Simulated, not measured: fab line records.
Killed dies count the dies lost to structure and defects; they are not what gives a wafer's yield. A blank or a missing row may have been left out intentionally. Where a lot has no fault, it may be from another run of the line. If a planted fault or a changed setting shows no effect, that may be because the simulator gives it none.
Which of the tools did it? :: flow n5Finfet :: 12 lots (36 wafers sampled), 1 step of a 1938-step route

## WHAT EACH GAUGE READ, for each wafer
N5_SD_EPI_N_OVL_MEAS_10.
lot: L075
measured: day 3 12:11
on: overlay-01
SD_N_BLK_OVL (nm): 1.1 0.2 0.2

lot: L077
measured: day 3 21:56
on: overlay-01
SD_N_BLK_OVL (nm): -0.5 -0.1 -1.0

lot: L079
measured: day 4 06:38
on: overlay-01
SD_N_BLK_OVL (nm): -1.0 -0.7 -0.1

lot: L081
measured: day 4 18:42
on: overlay-02
SD_N_BLK_OVL (nm): 1.0 0.9 1.0

lot: L083
measured: day 5 06:47
on: overlay-02
SD_N_BLK_OVL (nm): 1.3 0.0 0.5

lot: L085
measured: day 5 21:02
on: overlay-02
SD_N_BLK_OVL (nm): 0.6 0.7 0.1

lot: L087
measured: day 6 07:13
on: overlay-02
SD_N_BLK_OVL (nm): 0.1 -0.4 -0.3

lot: L089
measured: day 6 19:34
on: overlay-01
SD_N_BLK_OVL (nm): 0.0 0.0 -0.1

lot: L091
measured: day 7 06:27
on: overlay-02
SD_N_BLK_OVL (nm): -0.5 -0.2 -0.2

lot: L093
measured: day 7 18:39
on: overlay-01
SD_N_BLK_OVL (nm): -1.1 0.3 0.0

lot: L095
measured: day 8 06:10
on: overlay-01
SD_N_BLK_OVL (nm): 0.5 1.1 -0.4

lot: L097
measured: day 8 19:23
on: overlay-01
SD_N_BLK_OVL (nm): -0.9 -0.7 -0.3

## TOOL THAT RAN EACH LOT (tool first, then ch and the chambers of the sampled wafers, then the start)
The record holds no process step before these readings.

## THE ANSWER, worked out from the rows above alone
Rule: the usual values come from the lots themselves. Put in order of their means at a reading, lots are off if they are a third of the lots or fewer, leave a main group of 4 or more, and stand apart from it by a gap of 3 or more times the standard deviation of the main group's means; of several such gaps the widest counts. A main group is skipped when, at the precision printed for the reading in the tables above, its means are all equal. A lot without any number at a reading at which 4 lots or more have one is off too. Where the step has rows for the other lots, those lots are counted as sound.
No lot is off on any of the readings shown, so nothing can be concluded from this.

## WHAT HAD BEEN PUT IN BY THE SIMULATOR
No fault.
